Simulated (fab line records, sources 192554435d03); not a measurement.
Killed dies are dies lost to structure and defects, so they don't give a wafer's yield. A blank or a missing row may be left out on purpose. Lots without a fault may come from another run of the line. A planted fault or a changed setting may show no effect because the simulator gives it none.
fab line records | flow n5_finfet
record lots=11 wafers=33 last_day=17
route steps=1938 shown BEOL_M3@997 BEOL_M4@1111 PASSIVATION@1936
lots that met no fault: from a run of the same line without faults
start_h: hours from the record's first day to the start of the lot's first wafer shown | wait_h: hours since the lot's step before | " the same as in the row above | L1.1+2: a row that stands for several wafers | - no value, or no start given | * or withheld: withheld | < > ~ a bound
route shown NAME@n: a module of which the file shows steps, and the number in the route of the first | usual: mean/standard deviation of fault-free wafers | same: alike in all rows | chamber/n: place in a boat | sites: the reading at each site | _std_site: their standard deviation | _edge_site: outer sites' mean less inner sites' | radius_mm: how far each site lies from the wafer's centre | mask NAME#n: copy n | behind: the tool/chamber that last shaped the wafer | hold: why the lot was held/for how many hours/how that ended | device: the transistor (n, p or np) that didn't switch | end of line: the same wafers' tests at the end of the route | a step without rows: its recipe alone | killed: dies lost to structure and defects at the first sort, not the wafer's yield | map: a wafer's dies, x killed, . not, _ none there
set.NAME: the setting as run; set.NAME@STEP: as run at that earlier step | model.NAME: the simulator's own value behind a step, which no gauge read
steps of the route over a sample of lots; a table a step, a row a wafer
services: from which hour (start_h, from the record's first day; less than 0 if before it) a tool's chamber was out of use, for how many hours, and why
## steps
# step N5_BEOL_M3_ANNEAL_80
# recipe temp_c=400 time_s=240 ambient=vacuum
# usual heater_power_w=803/89 susceptor_temp_C=400.02/0.24
# columns lot.wafer tool chamber start_h wait_h heater_power_w susceptor_temp_C
L876.2 pvd_sputter-02 - 159.09 0.0 1038 400.07
L876.5 " - " " 773 400.36
L876.6 " - " " 997 399.85
L883.2 pvd_sputter-02 - 214.29 0.0 757 399.96
L883.4 " - " " 775 400.28
L883.5 " - " " 1030 400.33
L884.1 pvd_sputter-01 - 217.69 0.0 779 399.93
L884.4 " - " " 772 400.14
L884.5 " - " " 962 399.77
L885.1 pvd_sputter-03 - 219.79 0.0 708 399.75
L885.5 " - " " 666 400.00
L885.6 " - " " 814 399.98
L886.2 pvd_sputter-03 - 230.46 0.0 768 399.76
L886.3 " - " " 696 400.22
L886.4 " - " " 818 400.33
L888.1 pvd_sputter-01 - 236.74 0.0 784 399.74
L888.5 " - " " 781 399.48
L888.6 " - " " 717 400.18
L890.1 pvd_sputter-03 - 246.68 0.0 837 400.13
L890.4 " - " " 837 400.12
L890.5 " - " " 766 400.44
L893.2 pvd_sputter-01 - 268.53 0.0 790 399.82
L893.4 " - " " 729 400.19
L893.5 " - " " 736 400.00
L894.3 pvd_sputter-02 - 271.84 0.0 765 400.04
L894.5 " - " " 748 400.14
L894.6 " - " " 1017 400.06
L895.2 pvd_sputter-01 - 278.14 0.0 734 399.57
L895.3 " - " " 769 400.13
L895.5 " - " " 797 399.78
L898.3 pvd_sputter-01 - 300.02 0.0 959 400.00
L898.5 " - " " 925 399.82
L898.6 " - " " 726 399.80
# step N5_BEOL_M3_ANNEAL_89
# recipe temp_c=400 time_s=240 ambient=vacuum
# usual heater_power_w=805/88 susceptor_temp_C=400.01/0.22
# columns lot.wafer tool chamber start_h wait_h heater_power_w susceptor_temp_C
L876.2 pvd_sputter-02 - 159.75 0.0 1008 399.96
L876.5 " - " " 785 400.29
L876.6 " - " " 1054 400.17
L883.2 pvd_sputter-02 - 214.95 0.0 744 399.86
L883.4 " - " " 799 399.51
L883.5 " - " " 1030 400.22
L884.1 pvd_sputter-01 - 218.35 0.0 791 399.81
L884.4 " - " " 786 400.43
L884.5 " - " " 970 400.30
L885.1 pvd_sputter-03 - 220.45 0.0 700 399.99
L885.5 " - " " 714 400.07
L885.6 " - " " 830 400.22
L886.2 pvd_sputter-03 - 231.12 0.0 762 399.87
L886.3 " - " " 688 399.83
L886.4 " - " " 850 399.99
L888.1 pvd_sputter-01 - 237.40 0.0 797 399.43
L888.5 " - " " 782 400.01
L888.6 " - " " 746 400.07
L890.1 pvd_sputter-03 - 247.34 0.0 826 400.28
L890.4 " - " " 824 400.06
L890.5 " - " " 763 400.05
L893.2 pvd_sputter-01 - 269.19 0.0 777 400.25
L893.4 " - " " 745 399.86
L893.5 " - " " 727 399.85
L894.3 pvd_sputter-02 - 272.50 0.0 755 399.81
L894.5 " - " " 759 400.21
L894.6 " - " " 1011 399.74
L895.2 pvd_sputter-01 - 278.80 0.0 736 399.71
L895.3 " - " " 774 399.35
L895.5 " - " " 772 399.69
L898.3 pvd_sputter-01 - 300.68 0.0 948 399.89
L898.5 " - " " 959 400.23
L898.6 " - " " 712 400.02
# step N5_BEOL_M3_ANNEAL_95
# recipe temp_c=400 time_s=240 ambient=vacuum
# usual heater_power_w=804/88 susceptor_temp_C=399.96/0.23
# columns lot.wafer tool chamber start_h wait_h heater_power_w susceptor_temp_C
L876.2 pvd_sputter-02 - 160.41 0.0 1013 399.63
L876.5 " - " " 780 399.84
L876.6 " - " " 1045 399.94
L883.2 pvd_sputter-02 - 215.61 0.0 760 399.78
L883.4 " - " " 785 400.24
L883.5 " - " " 1015 400.06
L884.1 pvd_sputter-01 - 219.01 0.0 - -
L884.4 " - " " - -
L884.5 " - " " - -
L885.1 pvd_sputter-03 - 221.11 0.0 - -
L885.5 " - " " - -
L885.6 " - " " - -
L886.2 pvd_sputter-03 - 231.78 0.0 - -
L886.3 " - " " - -
L886.4 " - " " - -
L888.1 pvd_sputter-01 - 238.06 0.0 782 400.07
L888.5 " - " " 792 399.80
L888.6 " - " " 744 399.47
L890.1 pvd_sputter-03 - 248.00 0.0 809 400.10
L890.4 " - " " 803 400.33
L890.5 " - " " 759 399.74
L893.2 pvd_sputter-01 - 269.85 0.0 785 399.99
L893.4 " - " " 738 400.38
L893.5 " - " " 735 400.23
L894.3 pvd_sputter-02 - 273.16 0.0 758 400.64
L894.5 " - " " 739 400.07
L894.6 " - " " 1053 400.21
L895.2 pvd_sputter-01 - 279.46 0.0 725 400.18
L895.3 " - " " 783 400.20
L895.5 " - " " 776 400.05
L898.3 pvd_sputter-01 - 301.34 0.0 961 400.25
L898.5 " - " " 925 400.30
L898.6 " - " " 743 399.76
# step N5_BEOL_M3_THK_MEAS_53
# recipe thk_meas_gauge=xrf reads=Cu_of_BEOL_M3_ECD_50
# usual M3_THK=41.6/1.4
# columns lot.wafer tool chamber start_h wait_h M3_THK[nm]
L876.2 film_metro-02 - 161.41 - 40.1
L876.5 " - " " 42.6
L876.6 " - " " 42.1
L883.2 film_metro-02 - 216.70 - 39.7
L883.4 " - " " 41.9
L883.5 " - " " 40.4
L884.1 film_metro-01 - 219.93 - 41.2
L884.4 " - " " 42.3
L884.5 " - " " 43.1
L885.1 film_metro-01 - 222.04 - 38.6
L885.5 " - " " 41.9
L885.6 " - " " 42.4
L886.2 film_metro-01 - 232.71 - 41.1
L886.3 " - " " 38.7
L886.4 " - " " 39.8
L888.1 film_metro-02 - 238.98 - 43.1
L888.5 " - " " 44.5
L888.6 " - " " 41.1
L890.1 film_metro-01 - 248.93 - 40.7
L890.4 " - " " 42.5
L890.5 " - " " 43.5
L893.2 film_metro-02 - 270.80 - 42.9
L893.4 " - " " 43.1
L893.5 " - " " 43.1
L894.3 film_metro-02 - 274.08 - 39.1
L894.5 " - " " 41.8
L894.6 " - " " 41.9
L895.2 film_metro-01 - 280.39 - 39.9
L895.3 " - " " 39.5
L895.5 " - " " 40.1
L898.3 film_metro-02 - 302.27 - 37.7
L898.5 " - " " 42.0
L898.6 " - " " 40.3
# step N5_BEOL_M4_RC_MEAS_101
# usual DIBL_N=36.1/1.6 DIBL_P=35.8/2.1 IOFF_N=0.16/0.031 IOFF_P=0.21/0.034 ION_N=673/12 ION_P=461/7.2 SS_N=71.4/0.59 SS_P=73.3/0.63 VT_N=250/3.1 VT_P=-250/3.3
# columns lot.wafer tool chamber start_h wait_h DIBL_N[mV/V] DIBL_P[mV/V] IOFF_N[nA/um] IOFF_P[nA/um] ION_N[uA/um] ION_P[uA/um] SS_N[mV/dec] SS_P[mV/dec] VT_N[mV] VT_P[mV]
L876.2 prober-01 0 175.52 0.2 35.3 35.4 0.15 0.19 674 457 71.6 73.0 249 -251
L876.5 " 0 " " 38.5 38.8 0.21 0.24 687 461 72.6 73.6 245 -249
L876.6 " 0 " " 36.4 37.1 0.16 0.23 674 465 71.7 73.4 250 -247
L883.2 prober-01 0 228.16 0.2 38.0 38.3 0.17 0.26 679 480 72.0 73.9 250 -244
L883.4 " 0 " " 37.3 35.4 0.14 0.21 660 458 71.1 73.1 249 -249
L883.5 " 0 " " 36.9 35.4 0.14 0.21 664 462 71.9 72.7 253 -248
L884.1 prober-02 0 233.51 0.0 37.3 37.4 0.17 0.23 678 468 71.3 73.4 246 -247
L884.4 " 0 " " 36.4 35.5 0.14 0.18 667 453 70.6 73.6 251 -253
L884.5 " 0 " " 36.4 36.1 0.15 0.21 668 454 70.6 73.7 251 -251
L885.1 prober-01 0 234.95 0.0 35.4 36.1 0.14 0.17 667 452 71.0 73.5 253 -256
L885.5 " 0 " " 35.0 35.7 0.14 0.17 676 460 71.0 72.2 251 -255
L885.6 " 0 " " 35.7 36.6 0.14 0.18 664 452 71.4 73.3 254 -255
L886.2 prober-01 0 246.21 0.2 34.2 34.8 0.14 0.20 666 463 70.9 72.3 250 -249
L886.3 " 0 " " 34.6 36.0 0.15 0.21 688 478 71.3 72.5 248 -250
L886.4 " 0 " " 36.7 36.9 0.18 0.21 687 471 71.7 73.6 247 -254
L888.1 prober-01 0 255.55 0.0 37.8 38.7 0.20 0.28 680 468 71.4 73.7 248 -247
L888.5 " 0 " " 34.7 34.4 0.13 0.20 676 463 71.5 73.3 253 -250
L888.6 " 0 " " 35.8 36.0 0.15 0.23 672 462 71.4 73.7 249 -250
L890.1 prober-01 0 259.67 0.0 35.4 35.8 0.15 0.21 672 465 71.2 73.1 249 -250
L890.4 " 0 " " 33.9 34.5 0.13 0.18 656 454 70.8 72.5 254 -250
L890.5 " 0 " " 32.9 33.4 0.11 0.17 646 457 70.6 72.7 253 -252
L893.2 prober-01 0 281.00 0.2 36.2 36.4 0.15 0.20 669 461 70.9 73.8 250 -251
L893.4 " 0 " " 35.7 36.7 0.14 0.20 673 465 71.5 73.3 251 -250
L893.5 " 0 " " 38.9 39.9 0.20 0.25 676 463 72.4 74.3 246 -247
L894.3 prober-01 0 284.45 0.3 34.9 34.4 0.14 0.20 658 457 71.2 72.8 252 -249
L894.5 " 0 " " 34.4 33.1 0.12 0.17 654 450 70.5 72.2 254 -253
L894.6 " 0 " " 35.2 34.6 0.13 0.20 660 454 71.1 73.1 251 -250
L895.2 prober-02 0 295.19 0.2 35.3 34.9 0.15 0.23 667 470 71.1 73.2 253 -247
L895.3 " 0 " " 37.0 37.4 0.18 0.26 670 470 71.5 73.6 247 -247
L895.5 " 0 " " 37.0 35.8 0.18 0.23 675 465 71.3 73.6 249 -247
L898.3 prober-02 0 310.34 0.3 34.9 36.0 0.16 0.20 682 463 71.6 73.4 248 -247
L898.5 " 0 " " 35.4 36.3 0.17 0.21 674 461 71.3 74.2 248 -248
L898.6 " 0 " " 36.7 38.3 0.21 0.24 688 463 72.0 73.9 242 -248
# step N5_PASSIVATION_PROBE_49
# usual defect_limited_yield=91.0/1.5 killed_at_M0_to_M3=35/11 killed_at_M4_up=13/6 killed_at_contacts=14/6.5 killed_at_front_end=40/12 killed_at_other=4/3.4 killed_dies=106/18 killed_open=68/14 killed_short=35/7.7 sort_bin_5_function=5.2/0.98 sort_bin_6_memory=3.4/0.72 sort_n_pass=1074/18 sort_yield_pct=91.0/1.5
# same gross_dies=1180 killed_at_back_side=0 sort_bin_4_leakage[%]=0 sort_bin_8_speed[%]=0
# columns lot.wafer tool chamber start_h wait_h defect_limited_yield[%] killed_at_M0_to_M3 killed_at_M4_up killed_at_contacts killed_at_front_end killed_at_other killed_dies killed_open killed_short sort_bin_5_function[%] sort_bin_6_memory[%] sort_n_pass sort_yield_pct[%]
L890.1 prober-02 - 363.02 0.0 90.8 45 17 14 30 2 108 76 31 5.0 4.1 1072 90.8
L890.4 prober-02 - 363.17 0.2 91.6 34 11 15 38 1 99 59 39 4.4 3.6 1081 91.6
L890.5 prober-02 - 363.22 0.2 92.1 41 19 3 20 10 93 57 33 4.7 2.7 1087 92.1
L888.1 prober-02 - 366.57 0.0 90.8 30 23 14 40 1 108 77 29 5.2 3.6 1072 90.8
L888.5 prober-02 - 366.77 0.2 90.6 35 20 12 44 0 111 72 39 4.7 4.2 1069 90.6
L888.6 prober-02 - 366.82 0.3 89.4 23 28 17 54 3 125 74 49 6.6 3.7 1055 89.4
L894.3 prober-01 - 382.26 0.1 92.5 34 10 11 31 3 89 55 28 4.7 2.5 1091 92.5
L894.5 prober-01 - 382.36 0.2 90.6 42 11 12 37 9 111 75 33 6.0 3.2 1069 90.6
L894.6 prober-01 - 382.41 0.3 93.2 22 11 18 26 3 80 45 30 3.5 3.0 1100 93.2
L893.2 prober-01 - 386.93 0.1 91.6 48 12 5 32 2 99 62 36 5.2 3.0 1081 91.6
L893.4 prober-01 - 387.03 0.2 91.2 31 10 7 50 6 104 67 35 5.4 3.3 1076 91.2
L893.5 prober-01 - 387.08 0.2 90.3 39 9 7 49 11 115 59 50 5.4 3.7 1065 90.3
# killed by level:class
L890.1 BEOL_M2:geometric_particle:open=14 MOL_CONTACT_COAG:geometric_particle:open=11 BEOL_M0_SAQP:geometric_particle:short=11 BEOL_M4:geometric_particle:open=10 STI_FIN_REVEAL:geometric_particle:open=6 BEOL_M3:geometric_particle:open=6 STARTING-WAFER:geometric_particle:short=5 GATE_CUT:geometric_particle:short=4
L890.4 STI_FIN_REVEAL:geometric_particle:open=13 MOL_CONTACT_COAG:geometric_particle:open=8 MOL_CONTACT_COAG:geometric_particle:short=7 BEOL_M0_SAQP:geometric_particle:short=7 BEOL_M0_SAQP:geometric_particle:open=5 BEOL_M0:geometric_particle:open=5 BEOL_M4:geometric_particle:open=5 FIN_SAQP:geometric_particle:short=4
L890.5 BEOL_M4:geometric_particle:open=11 BEOL_M1:geometric_particle:open=9 BEOL_M0_SAQP:geometric_particle:short=7 BEOL_M2:geometric_particle:open=7 FIN_SAQP:geometric_particle:short=6 STI_FIN_REVEAL:geometric_particle:open=6 BEOL_M0_SAQP:geometric_particle:open=5 BEOL_M1:geometric_particle:short=5
L888.1 MOL_CONTACT_COAG:geometric_particle:open=12 BEOL_M1:geometric_particle:open=12 DUMMY_GATE:geometric_particle:open=9 BEOL_M4:geometric_particle:open=7 STI_FIN_REVEAL:geometric_particle:open=6 FIN_SAQP:geometric_particle:open=4 STI_FIN_REVEAL:geometric_particle:short=4 DUMMY_GATE:geometric_particle:short=4
L888.5 FIN_SAQP:geometric_particle:open=11 MOL_CONTACT_COAG:geometric_particle:open=9 BEOL_M1:geometric_particle:open=9 STI_FIN_REVEAL:geometric_particle:open=8 FIN_SAQP:geometric_particle:short=6 BEOL_M0_SAQP:geometric_particle:short=6 BEOL_M8:geometric_particle:open=6 BEOL_M3:geometric_particle:open=5
L888.6 FIN_SAQP:geometric_particle:short=17 MOL_CONTACT_COAG:geometric_particle:open=13 BEOL_M4:geometric_particle:open=11 STI_FIN_REVEAL:geometric_particle:open=8 GATE_CUT:geometric_particle:open=7 BEOL_M0_SAQP:geometric_particle:open=7 BEOL_M4:geometric_particle:short=6 BEOL_M3:geometric_particle:open=5
L894.3 BEOL_M0:geometric_particle:open=8 BEOL_M2:geometric_particle:open=7 MOL_CONTACT_COAG:geometric_particle:open=6 BEOL_M0_SAQP:geometric_particle:short=4 BEOL_M0_SAQP:geometric_particle:open=4 BEOL_M3:geometric_particle:open=4 FIN_SAQP:geometric_particle:short=3 DUMMY_GATE:geometric_particle:open=3
L894.5 STI_FIN_REVEAL:geometric_particle:open=9 MOL_CONTACT_COAG:geometric_particle:open=9 BEOL_M2:geometric_particle:open=9 BEOL_M0_SAQP:geometric_particle:open=8 BEOL_M1:geometric_particle:open=8 DUMMY_GATE:geometric_particle:open=6 BEOL_M0_SAQP:geometric_particle:short=5 BEOL_M1:geometric_particle:short=5
L894.6 MOL_CONTACT_COAG:geometric_particle:open=14 BEOL_M0_SAQP:geometric_particle:short=6 BEOL_M0:geometric_particle:open=5 BEOL_M4:geometric_particle:open=5 DUMMY_GATE:geometric_particle:open=4 ILD0:geometric_particle:short=4 MOL_CONTACT_COAG:geometric_particle:short=4 STI_FIN_REVEAL:geometric_particle:open=3
L893.2 BEOL_M0_SAQP:geometric_particle:short=21 BEOL_M0_SAQP:geometric_particle:open=16 STI_FIN_REVEAL:geometric_particle:open=13 BEOL_M4:geometric_particle:open=6 BEOL_M1:geometric_particle:open=5 FIN_SAQP:geometric_particle:short=4 MOL_CONTACT_COAG:geometric_particle:open=4 STARTING-WAFER:geometric_particle:open=4
L893.4 STI_FIN_REVEAL:geometric_particle:open=12 FIN_SAQP:geometric_particle:short=9 DUMMY_GATE:geometric_particle:open=9 BEOL_M0_SAQP:geometric_particle:open=9 BEOL_M0_SAQP:geometric_particle:short=7 FIN_SAQP:geometric_particle:open=6 BEOL_M2:geometric_particle:open=5 MOL_CONTACT_COAG:geometric_particle:open=4
L893.5 BEOL_M0_SAQP:geometric_particle:short=16 FIN_SAQP:geometric_particle:short=10 BEOL_M0_SAQP:geometric_particle:open=7 FIN_SAQP:geometric_particle:open=6 MOL_CONTACT_COAG:geometric_particle:open=6 BEOL_M1:geometric_particle:open=6 DUMMY_GATE:geometric_particle:open=5 PASS1_CAP:geometric_particle:short=5
## services
# columns tool chamber start_h hours kind
pvd_sputter-02 - 205.02 2.0 repair
pvd_sputter-01 - 246.25 3.0 repair
## key
first_sign step=N5_BEOL_M3_ANNEAL_95 reading=tool_record direction=missing
effect none on later readings
met_at N5_BEOL_M3_ANNEAL_95
struck_lots L884,L885,L886
not_acting_at N5_BEOL_M3_ANNEAL_80,N5_BEOL_M3_ANNEAL_89,N5_BEOL_M3_THK_MEAS_53
fault kind=skipped_step_whole tool=pvd_sputter-01,pvd_sputter-03 chamber=- onset_h=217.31 steps=N5_BEOL_M3_ANNEAL_95 scope=struck_lots_only
